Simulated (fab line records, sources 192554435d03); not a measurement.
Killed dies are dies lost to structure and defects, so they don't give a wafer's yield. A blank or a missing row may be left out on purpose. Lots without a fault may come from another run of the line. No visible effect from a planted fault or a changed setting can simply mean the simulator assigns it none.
Lot-split experiment	flow n5 finfet	7 lots, 39 wafers read, on a route of 1938 steps

THE SPLIT
At N5_FIN_CUT_ETCH_21 (etches SOC in N2/H2, target depth 219 nm, overetch 43.8 nm, time 523.5 s), the setting bias w was moved away from the recipe's 61 W on 9 of the 39 wafers read, by -19.0% to -6.1%. For the rest of the wafers, this setting stayed at what the recipe calls for.

Reading taken at the split's own step.

THE READING
rf vpp V, in V, at N5_FIN_CUT_ETCH_21 (etches SOC in N2/H2, target depth 219 nm, overetch 43.8 nm, time 523.5 s). Typical for fault-free wafers on this fab line: 241.2 V, with standard deviation 1.3 V.

wafer	tool, chamber at the split	bias w as run, W	against the recipe	rf vpp V, V	against lot-mates on the recipe
L075.1	rie diel-03, 0	61	recipe	241.5	-
L075.2	rie diel-03, 1	61	recipe	240.4	-
L075.3	rie diel-03, 2	61	recipe	243.2	-
L075.4	rie diel-03, 3	61	recipe	241.3	-
L075.5	rie diel-03, 3	61	recipe	242.0	-
L075.6	rie diel-03, 0	61	recipe	241.3	-
L080.1	rie diel-03, 3	61	recipe	242.2	-
L080.2	rie diel-03, 1	61	recipe	240.5	-
L080.3	rie diel-03, 2	49.43	-19.0%	211.7	-30.2
L080.4	rie diel-03, 3	61	recipe	243.1	-
L080.5	rie diel-03, 2	49.43	-19.0%	210.9	-31.0
L080.6	rie diel-03, 1	49.43	-19.0%	210.3	-31.6
L082.2	rie diel-03, 2	61	recipe	242.5	-
L082.3	rie diel-03, 3	61	recipe	243.3	-
L082.6	rie diel-03, 1	61	recipe	240.7	-
L084.1	rie diel-06, 1	61	recipe	241.8	-
L084.2	rie diel-06, 3	55.2	-9.5%	226.4	-14.2
L084.3	rie diel-06, 2	55.2	-9.5%	223.5	-17.1
L084.4	rie diel-06, 0	55.2	-9.5%	225.0	-15.6
L084.5	rie diel-06, 1	61	recipe	241.2	-
L084.6	rie diel-06, 2	61	recipe	238.8	-
L091.1	rie diel-02, 1	61	recipe	243.3	-
L091.2	rie diel-02, 3	61	recipe	238.6	-
L091.3	rie diel-02, 2	61	recipe	240.7	-
L091.4	rie diel-02, 0	61	recipe	239.6	-
L091.5	rie diel-02, 2	61	recipe	241.4	-
L091.6	rie diel-02, 3	61	recipe	240.2	-
L094.1	rie diel-03, 1	61	recipe	240.6	-
L094.2	rie diel-03, 2	57.27	-6.1%	232.0	-8.9
L094.3	rie diel-03, 0	57.27	-6.1%	232.8	-8.1
L094.4	rie diel-03, 3	61	recipe	241.2	-
L094.5	rie diel-03, 2	57.27	-6.1%	231.9	-9.0
L094.6	rie diel-03, 1	61	recipe	240.9	-
L095.1	rie diel-03, 1	61	recipe	242.5	-
L095.2	rie diel-03, 3	61	recipe	241.8	-
L095.3	rie diel-03, 0	61	recipe	241.1	-
L095.4	rie diel-03, 2	61	recipe	242.2	-
L095.5	rie diel-03, 2	61	recipe	242.0	-
L095.6	rie diel-03, 1	61	recipe	239.9	-

FIT RESULTS
A straight line over all 39 wafers: rf vpp V changes by +1.61 V for each +1% of bias w; r = +0.99; the points scatter about the line by 1.2 V.
The same after taking each lot's own level away (the mean of its wafers on the recipe; 39 wafers): +1.62 V for each +1%; r = +0.99; scatter 1.1 V.
On that fit, the largest move of bias w shifts the reading by 31 V.
From 240.60 to 242.17 V: that is the span of the lots' own levels, equal to 1.2 times the standard deviation above.
The two slopes are in agreement: the lot-to-lot level therefore moves the slope only a little.
Check: for one of the wafers moved furthest among these (-19.0%), held out of the fit, the line's prediction against its lot-mates is -30.9 V. It came out at -30.2 V against them.
Tool readings at the split's step, against how far the setting was moved: rf vpp V r = +0.99.

FILE'S OWN FIT
rf vpp V changes by +1.62 V for each +1% of bias w, r = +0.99.
